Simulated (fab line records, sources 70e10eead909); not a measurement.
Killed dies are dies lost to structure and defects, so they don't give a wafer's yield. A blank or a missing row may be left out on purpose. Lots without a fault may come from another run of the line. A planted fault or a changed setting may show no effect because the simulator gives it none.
Chamber matching | flow nand_harc | NHARC_P_M2_CMP_23 on cmp-03: 4 sister chambers
The step polishes, t overpolish 20 s, target thk 144.3 nm. 16 wafers are shown with their chamber, then 8 later ones without.

WAFERS WITH THEIR CHAMBER
wafer  | chamber | motor_current_A (A) | retaining_ring_pressure_frac | time_to_endpoint_s (s)
L074.1 | 0       | 14.6                | 0.997                        | 28
L074.5 | 1       | 11.0                | 1.002                        | 26
L074.6 | 0       | 14.3                | 0.996                        | 27
L077.3 | 2       | 10.9                | 1.009                        | 26
L077.4 | 0       | 14.7                | 1.015                        | 28
L077.5 | 3       | 10.5                | 1.004                        | 29
L080.2 | 2       | 11.1                | 0.996                        | 26
L080.3 | 3       | 10.6                | 1.004                        | 26
L080.5 | 0       | 13.6                | 1.001                        | 25
L081.3 | 2       | 10.3                | 0.998                        | 25
L081.5 | 2       | 10.9                | 1.004                        | 24
L081.6 | 3       | 9.9                 | 1.005                        | 30
L082.2 | 1       | 11.4                | 0.999                        | 26
L082.4 | 0       | 13.7                | 1.010                        | 31
L082.5 | 2       | 10.6                | 0.998                        | 31
L086.2 | 0       | 14.7                | 1.018                        | 24

SIGNATURES (means of the wafers above)
reading                      | chamber 0 | chamber 1 | chamber 2 | chamber 3 | scatter within a chamber
motor_current_A              | 14.267    | 11.200    | 10.760    | 10.333    | 0.409
retaining_ring_pressure_frac | 1.00617   | 1.00050   | 1.00100   | 1.00433   | 0.00688
time_to_endpoint_s           | 27.17     | 26.00     | 26.40     | 28.33     | 2.39
Rule: a wafer's distance from a chamber is the root of the sum, over the readings, of the square of ((its reading less the chamber's mean) divided by the reading's scatter). The wafer belongs to the nearest chamber; if the next one is less than 2 further off, it can't be placed. The scatter: the root of (the sum of the squares of (reading less its chamber's mean) over the shown wafers, divided by (wafers less chambers)).

WAFERS WITHOUT THEIR CHAMBER
wafer  | motor_current_A (A) | retaining_ring_pressure_frac | time_to_endpoint_s (s)
L086.5 | 11.4                | 0.991                        | 23
L086.6 | 13.7                | 1.009                        | 24
L092.1 | 10.4                | 1.003                        | 35
L092.2 | 14.3                | 1.006                        | 29
L092.5 | 13.8                | 0.996                        | 31
L096.2 | 10.6                | 0.997                        | 28
L096.3 | 13.4                | 1.005                        | 27
L096.4 | 10.2                | 0.998                        | 29

WHICH CHAMBER EACH WENT THROUGH
wafer  | from the rows above          | in truth
L086.5 | can't be placed: 1 or 2      | 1
L086.6 | 0                            | 0
L092.1 | can't be placed: 3 or 2 or 1 | 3
L092.2 | 0                            | 0
L092.5 | 0                            | 0
L096.2 | can't be placed: 2 or 3 or 1 | 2
L096.3 | 0                            | 0
L096.4 | can't be placed: 3 or 2 or 1 | 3
Placed correctly: 4 of 8. Can't be placed from these rows: 4 (the true chamber is among the candidates in 4). Placed wrongly: 0.
